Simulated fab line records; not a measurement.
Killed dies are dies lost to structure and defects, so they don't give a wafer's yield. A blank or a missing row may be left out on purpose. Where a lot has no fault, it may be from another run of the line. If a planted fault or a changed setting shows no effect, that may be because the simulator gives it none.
fab line records	flow nand_harc
record lots=15	wafers=45	last_day=33
route steps=1302 shown A_CHANNEL_FILL_D2@628 A_STAIRCASE@662
lots that met no fault: taken from a fault-free run of the same line
start_h: start of the lot's first displayed wafer, in hours after the record's first day	wait_h: hours since the lot's step before	" the same as in the row above	L1.1+2: one row covering several wafers at once	- no value present, or no start provided	* or withheld: withheld	< > ~ a bound
route shown NAME@n: names a module that has steps shown in the file, with the first one's number in the route	usual: mean and standard deviation over wafers with no fault	same: alike in all rows	chamber/n: place in a boat	sites: per-site readings	_std_site: the values' standard deviation	_edge_site: outer sites' mean less inner sites'	radius_mm: for every site, how far away it sits from the centre of the wafer	mask NAME#n: copy n	behind: the most recent tool/chamber to have shaped the wafer	hold: why the lot was held/for how many hours/how that ended	device: whichever transistor did not switch (one of n, p or np)	end of line: the route-end tests of the same wafers	a step without rows: its recipe alone	killed: at the first sort, the dies lost to defects and structure; wafer yield is something else	map: a wafer's dies, x killed, . not, _ none there
set.NAME: the setting that was run; set.NAME@STEP: the one run at that earlier step	model.NAME: the simulator's own value behind a step, which no gauge read
the route's steps for a sample of lots (tables are steps, rows are wafers)
services: from which hour (start_h, from the record's first day; less than 0 if before it) a tool's chamber was out of use, for how many hours, and why
## steps
# step NHARC_A_CHANNEL_FILL_D2_ETCHBACK_08
# recipe target_depth_a=2200	time_s=110	c4f8_flow_sccm=20	ar_flow_sccm=withheld	rf_w=600	bias_w=300	chemistry=C4F8
# usual oes_product_au=0.97/0.037	rf_vpp_V=439.4/2.2
lot.wafer	tool	chamber	start_h	wait_h	oes_product_au	rf_hours_counter_h	rf_vpp_V
L706.1	rie_diel-02	1	-	-	1.00	4	443.3
L706.6	"	2	"	"	0.99	-	439.9
L706.5	"	3	"	"	1.00	-	437.6
L707.1	rie_diel-06	3	-	-	0.99	1	438.7
L707.3	"	1	"	"	1.01	1	437.5
L707.6	"	0	"	"	0.98	-	439.3
L708.2	rie_diel-02	1	-	-	0.99	4	443.0
L708.6	"	1	"	"	0.99	-	443.3
L708.4	"	3	"	"	1.01	-	435.5
L709.4	rie_diel-08	2	-	-	1.00	30	441.4
L709.2	"	3	"	"	1.00	33	439.2
L709.6	"	2	"	"	1.01	-	441.3
L710.1	rie_diel-06	3	-	-	0.94	2	438.9
L710.2	"	1	"	"	0.93	2	437.3
L710.6	"	3	"	"	0.94	-	438.9
L718.1	rie_diel-02	0	-	-	0.97	1	438.6
L718.3	"	2	"	"	0.99	2	438.8
L718.4	"	3	"	"	1.00	2	436.5
L719.4	rie_diel-08	0	-	-	1.01	14	440.7
L719.3	"	1	"	"	1.02	18	441.3
L719.6	"	0	"	"	1.00	-	443.4
L720.2	rie_diel-02	0	-	-	1.00	2	438.3
L720.1	"	1	"	"	0.99	2	442.5
L720.3	"	3	"	"	1.00	3	437.0
L721.2	rie_diel-02	2	-	-	0.92	4	440.2
L721.1	"	3	"	"	0.92	3	437.3
L721.5	"	1	"	"	0.91	-	442.4
L722.3	rie_diel-06	0	-	-	0.99	0	438.8
L722.2	"	1	"	"	1.00	0	436.6
L722.1	"	3	"	"	1.01	0	437.5
L723.4	rie_diel-02	0	-	-	0.92	4	437.8
L723.2	"	2	"	"	0.92	4	438.6
L723.6	"	0	"	"	0.92	-	437.6
L724.1	rie_diel-08	2	-	-	1.00	29	443.0
L724.3	"	3	"	"	1.01	27	436.9
L724.5	"	0	"	"	0.98	-	442.3
L725.4	rie_diel-02	0	-	-	0.92	4	437.8
L725.3	"	2	"	"	0.92	5	439.5
L725.5	"	0	"	"	0.90	-	437.3
L727.4	rie_diel-06	1	-	-	1.00	1	438.9
L727.1	"	2	"	"	1.01	1	441.7
L727.2	"	3	"	"	0.99	1	439.6
L728.4	rie_diel-08	1	-	-	1.00	1	440.8
L728.6	"	3	"	"	0.99	-	437.7
L728.5	"	0	"	"	1.01	-	440.3
# step NHARC_A_CHANNEL_FILL_D2_INSPECT_13
# usual raw_defect_count=347/96
lot.wafer	tool	chamber	start_h	wait_h	raw_defect_count
L706.1	defect_inspect-01	-	353.78	0.2	292
L706.5	"	-	"	"	264
L706.6	"	-	"	"	341
L707.1	defect_inspect-02	-	365.48	0.2	211
L707.3	"	-	"	"	351
L707.6	"	-	"	"	405
L708.2	defect_inspect-01	-	373.70	0.1	233
L708.4	"	-	"	"	286
L708.6	"	-	"	"	247
L709.2	defect_inspect-02	-	373.87	0.1	211
L709.4	"	-	"	"	368
L709.6	"	-	"	"	337
L710.1	defect_inspect-01	-	401.98	0.2	226
L710.2	"	-	"	"	358
L710.6	"	-	"	"	300
L718.1	defect_inspect-01	-	470.10	0.2	278
L718.3	"	-	"	"	303
L718.4	"	-	"	"	276
L720.1	defect_inspect-02	-	492.10	0.2	445
L720.2	"	-	"	"	346
L720.3	"	-	"	"	302
L719.3	defect_inspect-02	-	492.11	0.1	560
L719.4	"	-	"	"	480
L719.6	"	-	"	"	563
L722.1	defect_inspect-01	-	515.42	0.2	321
L722.2	"	-	"	"	391
L722.3	"	-	"	"	400
L721.1	defect_inspect-01	-	515.52	0.2	277
L721.2	"	-	"	"	295
L721.5	"	-	"	"	196
L724.1	defect_inspect-02	-	535.30	0.2	336
L724.3	"	-	"	"	318
L724.5	"	-	"	"	459
L723.2	defect_inspect-01	-	535.30	0.1	508
L723.4	"	-	"	"	421
L723.6	"	-	"	"	522
L725.3	defect_inspect-01	-	547.02	0.1	381
L725.4	"	-	"	"	441
L725.5	"	-	"	"	534
L727.1	defect_inspect-01	-	561.33	0.3	298
L727.2	"	-	"	"	268
L727.4	"	-	"	"	218
L728.4	defect_inspect-02	-	573.61	0.1	276
L728.5	"	-	"	"	320
L728.6	"	-	"	"	231
# step NHARC_A_STAIRCASE_EXPOSE_06
# recipe na=0.5	dose_mj=25.43	mask_id=STAIR
# usual exposure_dose_mJ_cm2=25.426/0.025	focus_offset_nm=-0.1/0.59
lot.wafer	tool	chamber	start_h	wait_h	mask	exposure_dose_mJ_cm2	focus_offset_nm
L706.1	krf_scanner-02	0	356.14	-	STAIR#0	25.428	-0.2
L706.5	"	0	"	"	STAIR#0	25.391	0.0
L706.6	"	0	"	"	STAIR#0	25.449	-0.6
L707.1	krf_scanner-01	0	367.86	-	STAIR#0	25.430	-0.2
L707.3	"	0	"	"	STAIR#0	25.445	-0.3
L707.6	"	0	"	"	STAIR#0	25.399	-0.1
L709.2	krf_scanner-02	0	376.43	-	STAIR#0	25.439	-0.1
L709.4	"	0	"	"	STAIR#0	25.444	0.2
L709.6	"	0	"	"	STAIR#0	25.441	-0.3
L708.2	krf_scanner-02	0	377.04	-	STAIR#0	25.421	-0.2
L708.4	"	0	"	"	STAIR#0	25.429	-1.1
L708.6	"	0	"	"	STAIR#0	25.457	-0.6
L710.1	krf_scanner-01	0	404.57	-	STAIR#0	25.429	-0.1
L710.2	"	0	"	"	STAIR#0	25.408	-0.3
L710.6	"	0	"	"	STAIR#0	25.374	0.5
L718.1	krf_scanner-02	-	472.60	-	STAIR#0	-	-
L718.3	"	-	"	"	STAIR#0	-	-
L718.4	"	-	"	"	STAIR#0	-	-
L720.1	krf_scanner-01	-	494.62	-	STAIR#0	-	-
L720.2	"	-	"	"	STAIR#0	-	-
L720.3	"	-	"	"	STAIR#0	-	-
L719.3	krf_scanner-02	-	494.91	-	STAIR#0	-	-
L719.4	"	-	"	"	STAIR#0	-	-
L719.6	"	-	"	"	STAIR#0	-	-
L722.1	krf_scanner-02	0	517.66	-	STAIR#0	25.470	0.2
L722.2	"	0	"	"	STAIR#0	25.488	-0.9
L722.3	"	0	"	"	STAIR#0	25.447	-0.1
L721.1	krf_scanner-01	0	518.03	-	STAIR#0	25.413	0.2
L721.2	"	0	"	"	STAIR#0	25.379	-0.3
L721.5	"	0	"	"	STAIR#0	25.410	0.4
L724.1	krf_scanner-03	0	538.28	-	STAIR#0	25.445	-0.6
L724.3	"	0	"	"	STAIR#0	25.443	-0.4
L724.5	"	0	"	"	STAIR#0	25.388	-0.5
L723.2	krf_scanner-01	0	538.44	-	STAIR#0	25.434	-0.5
L723.4	"	0	"	"	STAIR#0	25.449	-0.2
L723.6	"	0	"	"	STAIR#0	25.394	0.7
L725.3	krf_scanner-03	0	549.61	-	STAIR#0	25.411	1.6
L725.4	"	0	"	"	STAIR#0	25.456	0.4
L725.5	"	0	"	"	STAIR#0	25.409	0.2
L727.1	krf_scanner-02	0	564.36	-	STAIR#0	25.454	0.2
L727.2	"	0	"	"	STAIR#0	25.484	-0.7
L727.4	"	0	"	"	STAIR#0	25.431	0.2
L728.4	krf_scanner-03	0	576.18	-	STAIR#0	25.413	-0.2
L728.5	"	0	"	"	STAIR#0	25.397	0.1
L728.6	"	0	"	"	STAIR#0	25.450	-1.3
# step NHARC_A_STAIRCASE_ETCH_19
# recipe target_depth_a=1000	time_s=40.5	ion_energy_ev=400	c4f8_flow_sccm=20	o2_flow_sccm=10	ar_flow_sccm=withheld	rf_w=600	bias_w=1000	chemistry=C4F8/O2
# usual oes_product_au=0.946/0.016	rf_vpp_V=895/4.1
lot.wafer	tool	chamber	start_h	wait_h	oes_product_au	rf_hours_counter_h	rf_vpp_V
L706.1	rie_diel-12	2	-	-	0.943	19	896
L706.5	"	0	"	"	0.964	-	892
L706.6	"	1	"	"	0.964	-	896
L707.1	rie_diel-05	1	-	-	0.948	48	888
L707.3	"	0	"	"	0.914	49	893
L707.6	"	2	"	"	0.959	-	896
L709.4	rie_diel-04	0	-	-	0.965	5	897
L709.2	"	1	"	"	0.949	5	899
L709.6	"	2	"	"	0.944	-	903
L708.4	rie_diel-05	2	-	-	0.956	48	896
L708.2	"	3	"	"	0.940	47	892
L708.6	"	1	"	"	0.945	-	889
L710.1	rie_diel-05	0	-	-	0.925	60	892
L710.2	"	2	"	"	0.951	55	895
L710.6	"	0	"	"	0.925	-	894
L718.3	rie_diel-12	1	-	-	0.959	6	897
L718.4	"	3	"	"	0.929	6	889
L718.1	"	0	"	"	0.961	5	890
L720.2	rie_diel-04	0	-	-	0.961	38	897
L720.3	"	1	"	"	0.932	35	899
L720.1	"	3	"	"	0.951	42	893
L719.4	rie_diel-04	0	-	-	0.957	38	898
L719.3	"	3	"	"	0.946	42	892
L719.6	"	1	"	"	0.935	-	898
L721.2	rie_diel-05	0	-	-	0.925	35	893
L721.1	"	1	"	"	0.948	39	888
L721.5	"	1	"	"	0.943	-	886
L722.2	rie_diel-04	2	-	-	0.949	44	901
L722.3	"	3	"	"	0.944	48	891
L722.1	"	1	"	"	0.939	40	899
L724.3	rie_diel-12	1	-	-	0.969	27	895
L724.1	"	0	"	"	0.956	25	890
L724.5	"	2	"	"	0.919	-	895
L723.2	rie_diel-05	3	-	-	0.928	45	892
L723.4	"	0	"	"	0.921	43	893
L723.6	"	0	"	"	0.923	-	892
L725.3	rie_diel-04	0	-	-	0.966	4	896
L725.4	"	2	"	"	0.981	4	902
L725.5	"	3	"	"	0.962	-	895
L727.4	rie_diel-05	1	-	-	0.944	55	887
L727.2	"	2	"	"	0.933	56	893
L727.1	"	3	"	"	0.937	54	890
L728.4	rie_diel-04	2	-	-	0.957	11	899
L728.5	"	2	"	"	0.957	-	902
L728.6	"	3	"	"	0.937	-	894
## services
tool	chamber	start_h	hours	kind
krf_scanner-01	-	339.44	10.1	repair
krf_scanner-02	-	339.48	0.2	repair
rie_diel-04	-	355.26	9.0	pm
rie_diel-06	2	366.41	7.5	repair
rie_diel-08	-	367.86	9.0	pm
rie_diel-02	2	374.56	2.3	repair
rie_diel-02	3	379.34	8.6	repair
rie_diel-02	-	393.70	9.0	pm
rie_diel-08	-	397.62	1.0	repair
rie_diel-05	-	406.62	9.0	pm
rie_diel-02	1	406.78	1.4	repair
rie_diel-02	-	409.59	0.2	repair
rie_diel-08	0	413.32	2.4	repair
rie_diel-06	3	426.80	3.0	repair
rie_diel-05	1	434.90	8.5	repair
krf_scanner-02	-	438.00	4.0	pm
rie_diel-08	-	441.14	0.4	repair
rie_diel-02	0	446.74	13.2	repair
krf_scanner-02	-	475.51	1.7	repair
krf_scanner-01	-	484.00	4.0	pm
rie_diel-05	0	488.97	8.7	repair
rie_diel-04	-	532.26	9.0	pm
rie_diel-02	1	544.54	2.0	repair
rie_diel-02	-	570.70	9.0	pm
## key
first_sign step=NHARC_A_STAIRCASE_EXPOSE_06	reading=tool_record	direction=missing
effect none on later readings
met_at NHARC_A_STAIRCASE_EXPOSE_06
struck_lots L718,L719,L720
later_rows_left_out L718.1,L718.3,L718.4,L719.3,L719.4,L719.6,L720.1,L720.2,L720.3
sort_left_out L718.1,L718.3,L718.4,L719.3,L719.4,L719.6,L720.1,L720.2,L720.3
tester_left_out L718,L719,L720
not_acting_at NHARC_A_CHANNEL_FILL_D2_ETCHBACK_08,NHARC_A_CHANNEL_FILL_D2_INSPECT_13,NHARC_A_STAIRCASE_ETCH_19
onset_between 404.57 472.60
fault kind=skipped_step_whole	tool=krf_scanner-01,krf_scanner-02	chamber=-	onset_h=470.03	steps=NHARC_A_STAIRCASE_EXPOSE_06	scope=struck_lots_only
# tester_left_out: of these lots the tester's yield and bins aren't shown, on N5 and GAA mostly nor the transistor test; their killed dies are dies lost to structure and defects alone, not to doping, threshold or leakage, so they don't give the yield
# sort_left_out: the simulated sort isn't trusted on such a fault, so these wafers' sort isn't shown, and their yield isn't known
# later_rows_left_out: the simulator's readings of these wafers behind a module that went badly wrong aren't trusted and aren't shown, but for the sort
